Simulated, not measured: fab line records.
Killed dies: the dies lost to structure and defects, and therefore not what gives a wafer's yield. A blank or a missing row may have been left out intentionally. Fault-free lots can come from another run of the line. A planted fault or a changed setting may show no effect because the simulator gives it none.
Problem report, 8D (eight disciplines) form, completed by code / flow nand harc / the parts of the form that need people (team, actions taken, sign-off) are left out

## 1. WHAT IS WRONG
At NHARC_A_STAIRCASE_TRIM_224, run length s averages 161.06 s over 6 wafers from 2 lots, while fault-free wafers read 232.48 s, standard deviation 0.27. So: -99 or more standard deviations from the usual mean.
The step: chemistry O2, time 211.2 s.
First observed at day 15 04:05: wafer L988.3, on rie diel-02. The record holds 42 wafers of 14 lots with a number at this step. Rule for "out" (also "out of limits"): further than 4 standard deviations from the usual mean. Any other wafer with a number is counted as sound.

## 2. WHAT IT IS; WHAT IT IS NOT
question=which readings at this step | is=run length s | is not=drypump motor current A, oes product au, rf vpp V, showerhead plenum p Torr, throttle valve pct
question=which lots | is=L987, L988 | is not=L970, L973, L974, L975, L976, L977, L978, L979, L980, L982, L990, L991
question=which wafers of those lots | is=all that have a number | is not=-
question=read on which tools | is=rie diel-02 | is not=rie diel-03, rie diel-11
question=when | is=from day 15 04:05 | is not=up to then (30 sound wafers); but 6 sound wafers of L990, L991 came after

## 3. SUSPECTS, AND WHAT RULES EACH OUT
Counting: a tool stays on the suspect list if, at a process step up to the reading, it processed all lots that are out and no sound lot following the first of them.
- rie diel-02 at NHARC_A_STAIRCASE_TRIM_224 (chemistry O2, time 211.2 s): kept. Every lot that is out went through it, starting with L988 (day 15 04:05), and after that it ran no sound lot; the last sound lot it ran before then is L982 (day 14 14:01). On those wafers its own readings are out: run length s.
Remaining after the count: rie diel-02 at NHARC_A_STAIRCASE_TRIM_224.

## 4. THE CAUSE (what the simulator had put in)
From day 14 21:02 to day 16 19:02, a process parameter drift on rie diel-02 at NHARC_A_STAIRCASE_TRIM_224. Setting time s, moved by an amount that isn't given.
This tool alone remained once counting was done.

## 5. THE CHAIN OF EFFECTS, in route order
Rows list readings where the struck wafers' mean (over those with a number) sits beyond 3 standard deviations from the usual. Only readings whose record carries a usual standard deviation are examined. hours: median over the lots of the time between each lot's start at the first step of this table that gives one and its start at this step. sigmas: the change, counted in usual standard deviations.
hours=0; step=NHARC_A_STAIRCASE_TRIM_224; reading=run length s; usual=232.48 s; on struck wafers=161.06; change=-71.42; sigmas=-99 or more
The process steps in it:
- NHARC_A_STAIRCASE_TRIM_224: chemistry O2, time 211.2 s.

## 6. HOW IT WOULD HAVE BEEN CAUGHT EARLIER
First out-of-limits reading in this record: day 15 04:05, which is 7 hours after fault onset at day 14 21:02.
